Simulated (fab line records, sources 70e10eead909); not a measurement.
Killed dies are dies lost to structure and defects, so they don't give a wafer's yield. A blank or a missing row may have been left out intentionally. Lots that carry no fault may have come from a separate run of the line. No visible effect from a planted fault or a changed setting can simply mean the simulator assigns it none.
A lot that was struck, set against a sound lot	flow nand harc	40 out of 1302 route steps
Sound: wafers L583.1, L583.2, L583.4. The struck wafers were L591.1, L591.2, L591.3. At the end, the cause is stated.
At each step with rows: each side's tool, then ch and its chambers, then its first start. Under that, the readings that differ: sound wafers	struck wafers	difference of the means	sigmas: that difference in standard deviations of wafers without a fault.
alike: readings with means less than 2 such deviations apart, plus words and numbers identical on both sides. not compared: withheld readings, readings lacking a value on some wafer, bounds such as >300 that could conceal the same value, and numbers that have no deviation in the record and whose values overlap.
A row with sigmas, a row that says differs or no value, or rows on one side alone: a step with any of these is where the two part. When numbers do not overlap yet have no deviation, they are printed without sigmas and do not part them. A reading that every wafer of one side lacks parts them only if that side has two wafers or more.

first, 11 steps without rows for these wafers: NHARC_A_STAIRCASE_DEP_259 (deposits SiON, target thk 30 nm); NHARC_A_STAIRCASE_DEHYDRATE_260 (time 120 s); NHARC_A_STAIRCASE_HMDS_261 (time 30 s); NHARC_A_STAIRCASE_COAT_262; NHARC_A_STAIRCASE_SOFTBAKE_263 (time 170 s); NHARC_A_STAIRCASE_EBR_264; NHARC_A_STAIRCASE_EXPOSE_265 (exposes mask CHOP 200); NHARC_A_STAIRCASE_PEB_266 (peb time 130 s); NHARC_A_STAIRCASE_DEVELOP_267 (time 140 s); NHARC_A_STAIRCASE_HARDBAKE_269 (time 140 s); NHARC_A_STAIRCASE_DESCUM_270 (chemistry O2, time 3 s).
NHARC_A_STAIRCASE_ETCH_271: etches the open film in CF4/CHF3.
  sound on rie diel-13 ch 0,1,3, day 18 22:01; struck on rie diel-11 ch 0,1,3, day 22 12:08
reading	sound	struck	difference	sigmas
rf hours counter h (h)	29 24 33	21 22 22	-7	
  alike: drypump motor current A, oes product au, rf vpp V, showerhead plenum p Torr, throttle valve pct
then, 8 steps without rows for these wafers: NHARC_A_STAIRCASE_HM_OPEN_457 (chemistry O2/COS); NHARC_A_STAIRCASE_STRIP_458 (strips in O2/COS); NHARC_A_STAIRCASE_ETCH_451 (etches the open film in CF4/O2, target depth 30 nm, overetch 3 nm, time 16.5 s); NHARC_A_STAIRCASE_ETCH_273 (etches the open film in C4F8/O2/Ar, target depth 10200 nm, time 2468.6 s); NHARC_A_STAIRCASE_STRIP_274 (strips in O2); NHARC_A_STAIRCASE_STRIP_275 (strips in SPM, time 900 s); NHARC_A_STAIRCASE_PRECLEAN_276 (cleans in SC1); NHARC_A_STAIRCASE_SRD_277.
NHARC_A_STAIRCASE_HM_DEP_459: deposits aC, target thk 1500 nm.
  sound on acl dep-01 ch 0, day 19 01:17; struck on acl dep-02 ch 0, day 22 15:50
  alike: throttle valve pct
then, 10 steps without rows for these wafers: NHARC_A_STAIRCASE_DEP_280 (deposits SiON, target thk 30 nm); NHARC_A_STAIRCASE_DEHYDRATE_281 (time 120 s); NHARC_A_STAIRCASE_HMDS_282 (time 30 s); NHARC_A_STAIRCASE_COAT_283; NHARC_A_STAIRCASE_SOFTBAKE_284 (time 170 s); NHARC_A_STAIRCASE_EBR_285; NHARC_A_STAIRCASE_EXPOSE_286 (exposes mask CHOP 100); NHARC_A_STAIRCASE_PEB_287 (peb time 130 s); NHARC_A_STAIRCASE_DEVELOP_288 (time 140 s); NHARC_A_STAIRCASE_HARDBAKE_290 (time 140 s).
NHARC_A_STAIRCASE_DESCUM_291: chemistry O2, time 3 s.
  sound on rie diel-03 ch 0,1, day 19 04:01; struck on rie diel-03 ch 0,1,2, day 22 18:43
  alike: drypump motor current A, oes product au, rf vpp V, showerhead plenum p Torr, throttle valve pct
  not compared: rf hours counter h
then, 1 step without rows for these wafers: NHARC_A_STAIRCASE_ETCH_292 (etches the open film in CF4/CHF3).
NHARC_A_STAIRCASE_HM_OPEN_460: chemistry O2/COS.
  sound: rie diel-03 ch 0,1,3; struck: rie diel-03 ch 0,1,3
  alike: drypump motor current A, oes product au, rf vpp V, showerhead plenum p Torr, throttle valve pct
  not compared: rf hours counter h
then, 2 steps without rows for these wafers: NHARC_A_STAIRCASE_STRIP_461 (strips in O2/COS); NHARC_A_STAIRCASE_ETCH_452 (etches the open film in CF4/O2, target depth 30 nm, overetch 3 nm, time 16.5 s).
NHARC_A_STAIRCASE_ETCH_294: etches the open film in C4F8/O2/Ar, target depth 4989 nm, time 1211.6 s.
  sound: rie diel-03 ch 0,3; struck: rie diel-03 ch 0,2,3
  alike: oes product au, rf vpp V
  not compared: rf hours counter h
NHARC_A_STAIRCASE_STRIP_295: strips in O2.
  sound: rie diel-03 ch 0,1; struck: rie diel-03 ch 0,1,3
  alike: drypump motor current A, oes product au, rf vpp V, showerhead plenum p Torr, throttle valve pct
  not compared: rf hours counter h
then, 1 step without rows for these wafers: NHARC_A_STAIRCASE_STRIP_296 (strips in SPM, time 900 s).
-- break in the record here, with 8 days between the starts of the struck wafers on either side (left off in module A_STAIRCASE, picked up again in module END, where the first step shown is number 1302 on the route) --
NHARC_END_SORT_01:
  sound on prober-01 ch 0, day 26 21:10; struck on prober-02 ch 0, day 30 17:29
reading	sound	struck	difference	sigmas
killed at array	62 60 73	107 146 129	+62	+3
killed dies	64 64 76	108 155 132	+64	+3
  alike: killed at other, killed at periphery, killed open, killed short

## WHERE THEY PART
Within this record, at NHARC_END_SORT_01 only.

WHY: what had been put in by the simulator
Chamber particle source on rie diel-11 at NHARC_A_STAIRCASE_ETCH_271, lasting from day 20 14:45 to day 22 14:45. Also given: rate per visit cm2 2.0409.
